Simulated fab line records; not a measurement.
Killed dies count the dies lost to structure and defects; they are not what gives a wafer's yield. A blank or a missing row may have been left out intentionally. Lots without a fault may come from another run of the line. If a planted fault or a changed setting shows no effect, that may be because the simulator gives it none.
fab line records	flow n5Finfet
record lots=11	wafers=30	lastDay=18
route steps=1938 shown BEOL_M14@1749 BEOL_M15@1775 PASSIVATION@1936
lots with no fault: from the same line, run without faults
startH: the number of hours between the record's first day and the start of the first shown wafer of the lot	waitH: time in hours since the lot's previous step	" as in the row above	L1.1+2: several wafers, shown together as one row	- either no value or no given start	* or withheld: withheld	< > ~ a bound
route shown NAME@n: a module of which the file shows steps, and the number in the route of the first	usual: the fault-free wafers' mean and standard deviation	same: alike in all rows	chamber/n: place in a boat	sites: the reading at each site	_std_site: standard deviation of those values	_edge_site: inner sites' mean taken away from outer sites' mean	radiusMm: for every site, how far away it sits from the centre of the wafer	mask NAME#n: copy n	behind: the tool/chamber that last shaped the wafer	hold: why the lot was held/for how many hours/how that ended	device: the transistor (n, p or np) that didn't switch	end of line: at the end of the route, the tests of the same wafers	step lacking rows: just its recipe	killed: at the first sort, the dies lost to defects and structure; wafer yield is something else	map: shows each die of a wafer: x if killed, . if not, _ if none is there
set.NAME: the setting the step ran with; set.NAME@STEP: the setting that earlier step ran with	model.NAME: the simulator's own value behind a step, which no gauge read
one table for each step of the route and one row for each wafer, over a sample of lots
services: from which hour (startH, from the record's first day; less than 0 if before it) a tool's chamber was out of use, for how many hours, and why
## steps
# step N5_BEOL_M14_DESCUM_33
# recipe chemistry=O2	timeS=7.9	sourcePowerW=50	biasPowerW=20	pressureMtorr=20	rfFrequencyHz=2.712e+07	tempC=40	o2FlowSccm=225
# usual drypumpMotorCurrentA=5.9/0.38	oesProductAu=0.80/0.08	rfVppV=243.4/1.8	showerheadPlenumPTorr=2.11/0.11	throttleValvePct=20.34/0.16
lot.wafer	tool	chamber	startH	waitH	drypumpMotorCurrentA	oesProductAu	rfHoursCounterH	rfVppV	showerheadPlenumPTorr	throttleValvePct
L115.1	rieDiel-04	2	261.20	0.0	6.1	0.83	88	242.6	2.02	20.56
L115.2	"	3	"	"	6.0	0.71	229	240.8	2.07	20.39
L115.3	"	0	"	"	6.4	0.85	74	246.6	2.22	20.27
L117.1	rieDiel-05	2	274.27	0.0	5.8	0.85	45	245.3	2.22	20.35
L117.5	"	2	"	"	5.8	0.86	-	244.5	2.22	20.34
L117.6	"	3	"	"	6.3	0.93	-	242.8	2.15	20.29
L122.1	rieDiel-02	1	326.23	0.1	5.5	0.75	137	244.0	2.18	20.39
L122.3	"	0	"	"	5.3	0.79	90	244.8	2.20	20.23
L122.6	"	1	"	"	5.5	0.75	-	243.4	2.18	20.41
L125.1	rieDiel-02	1	329.97	0.3	5.5	0.75	139	243.7	2.18	20.40
L125.2	"	2	"	"	6.4	0.88	41	241.5	2.04	20.25
L125.5	"	1	"	"	5.5	0.76	-	243.9	2.18	20.40
L127.1	rieDiel-05	2	335.09	0.0	5.8	0.83	65	243.0	2.22	20.36
L127.4	"	3	"	"	6.3	0.89	32	243.2	2.14	20.32
L127.5	"	0	"	"	5.6	0.71	-	243.4	2.16	20.31
L130.1	rieDiel-05	3	364.16	0.2	6.3	0.87	37	243.4	2.14	20.33
L130.5	"	0	"	"	5.5	0.70	-	244.5	2.15	20.32
L128.2	rieDiel-04	3	364.67	0.0	6.0	0.94	9	243.6	2.06	20.10
L128.6	"	2	"	"	6.1	0.80	-	241.9	2.00	20.62
L131.1	rieDiel-02	2	364.74	0.0	6.4	0.86	53	243.0	2.03	20.26
L131.5	"	0	"	"	5.3	0.78	-	244.1	2.19	20.24
L132.3	rieDiel-05	2	381.84	0.0	5.8	0.80	84	245.3	2.21	20.40
L132.4	"	0	"	"	5.5	0.70	232	243.6	2.15	20.34
L132.5	"	3	"	"	6.3	0.86	-	244.4	2.13	20.33
L135.1	rieDiel-05	3	394.02	0.8	6.3	0.85	48	243.6	2.13	20.35
L135.2	"	1	"	"	5.5	0.70	213	239.3	1.89	20.61
L135.4	"	0	"	"	5.6	0.70	236	244.9	2.15	20.34
L133.1	rieDiel-04	0	395.04	0.5	6.4	0.79	124	244.1	2.20	20.32
L133.3	"	2	"	"	6.1	0.77	135	242.3	2.00	20.63
L133.5	"	1	"	"	6.1	0.91	-	246.1	2.21	19.99
# step N5_BEOL_M14_ETCH_68
# recipe chemistry=N2/H2	target=SOC	maskMaterial=SiARC	sourceW=3000	biasW=350	tempC=40	timeS=450	ionEnergyEv=200	pressureMtorr=30	n2FlowSccm=200	h2FlowSccm=200
# usual drypumpMotorCurrentA=5.9/0.38	oesProductAu=0.80/0.08	rfVppV=525/3.5	showerheadPlenumPTorr=2.57/0.12	throttleValvePct=17.72/0.19
lot.wafer	tool	chamber	startH	waitH	drypumpMotorCurrentA	oesProductAu	rfHoursCounterH	rfVppV	showerheadPlenumPTorr	throttleValvePct
L115.1	rieDiel-04	2	261.38	0.1	6.1	0.84	88	522	2.46	17.97
L115.2	"	3	"	"	6.0	0.72	229	523	2.51	17.76
L115.3	"	0	"	"	6.4	0.86	74	528	2.68	17.55
L117.1	rieDiel-05	2	274.45	0.1	5.8	0.86	45	529	2.70	17.65
L117.5	"	2	"	"	5.8	0.85	-	528	2.70	17.67
L117.6	"	3	"	"	6.3	0.93	-	525	2.61	17.65
L122.1	rieDiel-02	1	326.41	0.1	5.5	0.75	137	526	2.65	17.74
L122.3	"	0	"	"	5.3	0.79	90	527	2.68	17.61
L122.6	"	1	"	"	5.5	0.75	-	527	2.65	17.71
L125.1	rieDiel-02	1	330.15	0.1	5.5	0.75	139	526	2.65	17.74
L125.2	"	2	"	"	6.4	0.89	41	521	2.49	17.71
L125.5	"	1	"	"	5.5	0.76	-	527	2.65	17.74
L127.1	rieDiel-05	2	335.27	0.1	5.8	0.83	65	528	2.69	17.68
L127.4	"	3	"	"	6.3	0.88	32	526	2.60	17.70
L127.5	"	0	"	"	5.6	0.72	-	526	2.62	17.68
L130.1	rieDiel-05	3	364.34	0.1	6.3	0.87	37	525	2.60	17.69
L130.5	"	0	"	"	5.5	0.70	-	526	2.62	17.71
L128.2	rieDiel-04	3	364.86	0.1	5.9	0.95	9	524	2.50	17.42
L128.6	"	2	"	"	6.1	0.80	-	521	2.45	18.02
L131.1	rieDiel-02	2	364.92	0.1	6.4	0.86	53	522	2.48	17.71
L131.5	"	0	"	"	5.3	0.78	-	528	2.67	17.63
L132.3	rieDiel-05	2	382.02	0.1	5.8	0.81	85	528	2.68	17.72
L132.4	"	0	"	"	5.5	0.70	232	525	2.61	17.70
L132.5	"	3	"	"	6.4	0.87	-	525	2.59	17.71
L135.1	rieDiel-05	3	394.20	0.1	6.4	0.85	48	525	2.59	17.72
L135.2	"	1	"	"	5.4	0.70	213	517	2.31	18.05
L135.4	"	0	"	"	5.5	0.69	236	526	2.61	17.70
L133.1	rieDiel-04	0	395.22	0.1	6.4	0.79	124	528	2.66	17.63
L133.3	"	2	"	"	6.1	0.78	135	522	2.44	18.03
L133.5	"	1	"	"	6.1	0.90	-	529	2.69	17.34
# step N5_BEOL_M15_COAT_58
# recipe resist=BARC	tempC=205	timeS=60	spinRpm=1500	resistThkNm=89
# usual exhaustPa=44.9/0.82	spinSpeedRpm=1500.1/1
lot.wafer	tool	chamber	startH	waitH	exhaustPa	spinSpeedRpm
L115.1	lithoTrack-03	0	265.57	0.0	46.2	1500.1
L115.2	"	0	"	"	46.1	1500.5
L115.3	"	0	"	"	46.3	1501.2
L117.1	lithoTrack-02	0	276.80	0.0	45.0	1500.8
L117.5	"	0	"	"	45.4	1501.8
L117.6	"	0	"	"	45.2	1500.8
L122.1	lithoTrack-03	0	332.99	0.0	44.1	1500.0
L122.3	"	0	"	"	45.4	1499.7
L122.6	"	0	"	"	45.1	1499.3
L125.1	lithoTrack-03	0	334.26	0.0	44.1	1501.7
L125.2	"	0	"	"	45.9	1499.9
L125.5	"	0	"	"	46.6	1499.7
L127.1	lithoTrack-02	0	338.27	0.0	44.4	1502.1
L127.4	"	0	"	"	44.4	1500.0
L127.5	"	0	"	"	43.1	1499.5
L130.1	lithoTrack-03	0	367.47	0.0	44.1	2008.1
L130.5	"	0	"	"	45.2	2007.1
L128.2	lithoTrack-03	0	369.69	0.0	45.4	2008.9
L128.6	"	0	"	"	45.4	2008.0
L131.1	lithoTrack-03	0	370.34	0.0	44.0	2007.6
L131.5	"	0	"	"	44.9	2009.9
L132.3	lithoTrack-02	0	388.68	0.0	44.8	1501.6
L132.4	"	0	"	"	43.3	1499.0
L132.5	"	0	"	"	46.4	1499.0
L135.1	lithoTrack-02	0	397.82	0.0	43.4	1501.7
L135.2	"	0	"	"	43.7	1501.5
L135.4	"	0	"	"	43.1	1500.2
L133.1	lithoTrack-04	0	398.03	0.0	43.9	1498.8
L133.3	"	0	"	"	43.7	1501.5
L133.5	"	0	"	"	45.3	1501.0
# step N5_BEOL_M15_DESCUM_15
# recipe chemistry=O2	timeS=7.9	sourcePowerW=50	biasPowerW=20	pressureMtorr=20	rfFrequencyHz=2.712e+07	tempC=40	o2FlowSccm=225
# usual drypumpMotorCurrentA=5.49/0.26	oesProductAu=0.80/0.1	rfVppV=242.4/1.5	showerheadPlenumPTorr=2.05/0.078	throttleValvePct=20.39/0.3
lot.wafer	tool	chamber	startH	waitH	drypumpMotorCurrentA	oesProductAu	rfHoursCounterH	rfVppV	showerheadPlenumPTorr	throttleValvePct
L115.1	rieDiel-06	2	266.06	0.0	5.98	0.77	127	245.7	2.19	20.16
L115.2	"	1	"	"	5.95	0.87	54	244.5	2.12	20.16
L115.3	"	3	"	"	5.08	0.70	237	240.7	1.98	20.48
L117.1	rieDiel-03	0	277.25	0.1	5.56	0.71	231	243.6	2.06	20.32
L117.5	"	0	"	"	5.59	0.70	-	241.5	2.06	20.31
L117.6	"	1	"	"	5.24	0.75	-	239.0	1.91	20.20
L122.1	rieDiel-03	3	333.48	0.0	5.69	0.93	13	241.4	2.06	20.40
L122.3	"	1	"	"	5.20	0.73	182	240.0	1.91	20.20
L122.6	"	2	"	"	5.32	0.71	-	243.3	2.07	20.98
L125.1	rieDiel-01	0	334.73	0.1	5.06	0.78	113	244.1	2.11	20.66
L125.2	"	2	"	"	5.69	0.99	2	243.2	2.06	20.25
L125.5	"	0	"	"	5.06	0.78	-	243.1	2.11	20.68
L127.1	rieDiel-01	0	338.75	0.0	5.06	0.79	115	243.1	2.11	20.68
L127.4	"	0	"	"	5.07	0.78	-	242.8	2.11	20.67
L127.5	"	3	"	"	5.68	0.72	-	240.6	2.00	20.14
L130.1	rieDiel-01	1	367.83	0.0	5.61	0.95	7	243.0	2.14	20.18
L130.5	"	1	"	"	5.59	0.95	-	243.5	2.14	20.17
L128.2	rieDiel-03	3	370.05	0.0	5.69	0.89	28	242.2	2.05	20.46
L128.6	"	1	"	"	5.22	0.71	-	240.6	1.90	20.24
L131.1	rieDiel-01	1	370.70	0.0	5.57	0.96	8	243.9	2.14	20.18
L131.5	"	0	"	"	5.07	0.77	-	242.0	2.10	20.68
L132.3	rieDiel-01	0	389.22	0.2	5.06	0.77	128	242.5	2.10	20.70
L132.4	"	1	"	"	5.59	0.94	13	242.0	2.14	20.21
L132.5	"	0	"	"	5.07	0.76	-	244.5	2.10	20.70
L135.1	rieDiel-06	2	398.30	0.0	5.98	0.74	159	245.4	2.18	20.21
L135.2	"	1	"	"	5.98	0.81	96	243.6	2.11	20.22
L135.4	"	3	"	"	5.07	0.91	18	244.7	2.23	20.14
L133.1	rieDiel-03	3	398.52	0.0	5.71	0.88	37	242.6	2.05	20.44
L133.3	"	0	"	"	5.60	0.97	7	244.0	2.05	20.00
L133.5	"	1	"	"	5.22	0.72	-	240.9	1.90	20.22
# step N5_PASSIVATION_PROBE_49
# usual defectLimitedYield=91.0/1.5	killed_at_M0_to_M3=37/12	killed_at_M4_up=13/5	killedAtContacts=13/6.1	killedAtFrontEnd=39/11	killedAtOther=4/3.2	killedDies=106/17	killedOnRim=13/4.2	killedOpen=69/12	killedShort=35/7.9	sort_bin_5_function=5.3/1	sort_bin_6_memory=3.3/0.68	sortNPass=1074/17	sortYieldPct=91.0/1.5
# same grossDies=1180	killedAtBackSide=0	sort_bin_4_leakage[%]=0	sort_bin_8_speed[%]=0
lot.wafer	tool	chamber	startH	waitH	defectLimitedYield[%]	killed_at_M0_to_M3	killed_at_M4_up	killedAtContacts	killedAtFrontEnd	killedAtOther	killedDies	killedOnRim	killedOpen	killedShort	sort_bin_5_function[%]	sort_bin_6_memory[%]	sortNPass	sortYieldPct[%]
L125.1	prober-01	-	361.45	0.0	91.9	29	9	15	39	4	96	13	61	33	4.8	2.8	1084	91.9
L125.2	prober-01	-	361.50	0.1	92.2	24	3	15	50	0	92	6	56	36	4.7	2.8	1088	92.2
L127.1	prober-02	-	361.69	0.1	90.0	43	8	13	48	6	118	17	80	38	5.2	4.7	1062	90.0
L127.4	prober-02	-	361.84	0.3	91.2	26	18	11	48	1	104	14	82	22	5.8	2.9	1076	91.2
L127.5	prober-02	-	361.89	0.3	88.9	45	19	22	39	6	131	21	84	45	6.8	3.9	1049	88.9
L130.1	prober-01	-	390.37	0.0	88.6	56	16	8	45	9	134	22	79	52	7.0	3.7	1046	88.6
L130.5	prober-01	-	390.57	0.2	91.1	37	14	10	38	6	105	19	63	39	5.1	3.5	1075	91.1
L131.1	prober-01	-	395.42	0.0	93.4	31	17	9	21	0	78	9	52	26	3.9	2.4	1102	93.4
L131.5	prober-01	-	395.62	0.2	92.2	35	16	13	24	4	92	14	62	27	4.4	2.9	1088	92.2
L132.3	prober-02	-	409.56	0.1	92.5	23	9	7	48	2	89	21	59	27	4.9	2.5	1091	92.5
L132.4	prober-02	-	409.61	0.2	93.6	19	16	5	32	4	76	8	52	22	3.5	2.8	1104	93.6
L132.5	prober-02	-	409.66	0.2	90.0	46	21	14	34	3	118	13	79	38	6.1	3.5	1062	90.0
# killed by level:class
L125.1 FIN_SAQP:geometricParticle:short=12 MOL_CONTACT_COAG:geometricParticle:open=12 BEOL_M0_SAQP:geometricParticle:open=11 FIN_SAQP:geometricParticle:open=9 GATE_CUT:geometricParticle:short=6 BEOL_M0_SAQP:geometricParticle:short=5 BEOL_M3:geometricParticle:open=4 STARTING-WAFER:geometricParticle:open=4
L125.2 FIN_SAQP:geometricParticle:open=15 FIN_SAQP:geometricParticle:short=14 MOL_CONTACT_COAG:geometricParticle:open=14 BEOL_M0_SAQP:geometricParticle:short=7 STI_FIN_REVEAL:geometricParticle:open=6 BEOL_M0_SAQP:geometricParticle:open=6 GATE_CUT:geometricParticle:short=4 GATE_CUT:geometricParticle:open=3
L127.1 BEOL_M3:geometricParticle:open=13 STI_FIN_REVEAL:geometricParticle:open=12 MOL_CONTACT_COAG:geometricParticle:open=11 FIN_SAQP:geometricParticle:short=10 FIN_SAQP:geometricParticle:open=10 BEOL_M2:geometricParticle:open=7 BEOL_M1:geometricParticle:open=6 BEOL_M0_SAQP:geometricParticle:short=5
L127.4 FIN_SAQP:geometricParticle:open=16 STI_FIN_REVEAL:geometricParticle:open=13 MOL_CONTACT_COAG:geometricParticle:open=11 BEOL_M4:geometricParticle:open=7 BEOL_M1:geometricParticle:open=6 BEOL_M3:geometricParticle:open=5 ILD0:geometricParticle:short=3 GATE_CUT:geometricParticle:open=3
L127.5 MOL_CONTACT_COAG:geometricParticle:open=13 BEOL_M3:geometricParticle:open=11 BEOL_M4:geometricParticle:open=10 MOL_CONTACT_COAG:geometricParticle:short=9 BEOL_M1:geometricParticle:open=9 FIN_SAQP:geometricParticle:open=7 GATE_CUT:geometricParticle:short=5 GATE_CUT:geometricParticle:open=5
L130.1 FIN_SAQP:geometricParticle:open=14 BEOL_M2:geometricParticle:open=14 BEOL_M0_SAQP:geometricParticle:short=13 FIN_SAQP:geometricParticle:short=9 BEOL_M0_SAQP:geometricParticle:open=9 BEOL_M3:geometricParticle:open=8 STI_FIN_REVEAL:geometricParticle:open=5 BEOL_M0:geometricParticle:short=5
L130.5 FIN_SAQP:geometricParticle:short=12 BEOL_M2:geometricParticle:open=11 MOL_CONTACT_COAG:geometricParticle:open=8 BEOL_M0_SAQP:geometricParticle:open=7 BEOL_M1:geometricParticle:open=7 FIN_SAQP:geometricParticle:open=5 GATE_CUT:geometricParticle:short=5 BEOL_M4:geometricParticle:short=4
L131.1 BEOL_M2:geometricParticle:open=10 FIN_SAQP:geometricParticle:open=6 BEOL_M0_SAQP:geometricParticle:short=6 MOL_CONTACT_COAG:geometricParticle:open=5 BEOL_M4:geometricParticle:open=5 MOL_CONTACT_COAG:geometricParticle:short=4 BEOL_M0_SAQP:geometricParticle:open=4 BEOL_M5:geometricParticle:open=4
L131.5 MOL_CONTACT_COAG:geometricParticle:open=10 BEOL_M1:geometricParticle:open=10 BEOL_M3:geometricParticle:open=7 BEOL_M0_SAQP:geometricParticle:short=6 BEOL_M4:geometricParticle:open=6 BEOL_M5:geometricParticle:open=5 STARTING-WAFER:geometricParticle:short=5 FIN_SAQP:geometricParticle:short=4
L132.3 STI_FIN_REVEAL:geometricParticle:open=10 FIN_SAQP:geometricParticle:open=8 DUMMY_GATE:geometricParticle:open=7 BEOL_M2:geometricParticle:open=7 ILD0:geometricParticle:short=5 MOL_CONTACT_COAG:geometricParticle:open=5 BEOL_M2:geometricParticle:short=4 BEOL_M3:geometricParticle:open=4
L132.4 BEOL_M4:geometricParticle:open=12 STI_FIN_REVEAL:geometricParticle:open=10 BEOL_M2:geometricParticle:open=7 BEOL_M0_SAQP:geometricParticle:open=6 FIN_SAQP:geometricParticle:short=5 STARTING-WAFER:geometricParticle:short=4 MOL_CONTACT_COAG:geometricParticle:open=4 BEOL_M0_SAQP:geometricParticle:short=3
L132.5 BEOL_M0_SAQP:geometricParticle:open=14 BEOL_M4:geometricParticle:open=13 MOL_CONTACT_COAG:geometricParticle:open=12 BEOL_M0_SAQP:geometricParticle:short=10 BEOL_M2:geometricParticle:open=9 STI_FIN_REVEAL:geometricParticle:open=8 BEOL_M3:geometricParticle:open=6 FIN_SAQP:geometricParticle:short=4
## services
tool	chamber	startH	hours	kind
rieDiel-03	2	241.27	5.7	repair
rieDiel-03	3	244.60	9.1	repair
rieDiel-05	0	267.67	7.6	repair
rieDiel-06	2	269.26	3.9	repair
rieDiel-01	0	275.92	17.7	repair
rieDiel-04	1	277.22	-	clean
rieDiel-04	1	277.22	-	consumableReplace:focusRing
rieDiel-04	1	277.22	-	consumableReplace:showerhead
rieDiel-04	1	277.22	13.6	scheduledDown
rieDiel-04	1	277.22	13.6	ventCycle
rieDiel-01	2	304.47	-	clean
rieDiel-02	3	321.37	8.5	repair
rieDiel-04	3	323.22	-	clean
rieDiel-04	3	323.22	-	consumableReplace:focusRing
rieDiel-04	3	323.22	13.6	scheduledDown
rieDiel-04	3	323.22	13.6	ventCycle
rieDiel-05	3	337.33	15.2	repair
rieDiel-03	-	339.99	0.7	repair
rieDiel-06	0	356.11	2.4	repair
rieDiel-02	1	356.92	13.5	repair
rieDiel-01	0	358.70	5.0	repair
rieDiel-03	0	364.52	16.1	repair
rieDiel-01	0	367.00	3.0	repair
rieDiel-06	2	374.77	20.6	repair
## key
firstSign step=N5_BEOL_M15_COAT_58	reading=spinSpeedRpm	direction=up	sigmas=99+	usual=*	struck=*
effect none on later readings
metAt N5_BEOL_M15_COAT_58
struckLots L128,L130,L131
notActingAt N5_BEOL_M14_DESCUM_33,N5_BEOL_M14_ETCH_68,N5_BEOL_M15_DESCUM_15
onsetBetween 334.26 367.47
fault kind=processParameterDrift	tool=lithoTrack-03	chamber=-	onsetH=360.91	steps=N5_BEOL_M15_COAT_58	channel=spinRpm	offset=*	shape=step	actsIn=*	stated=*
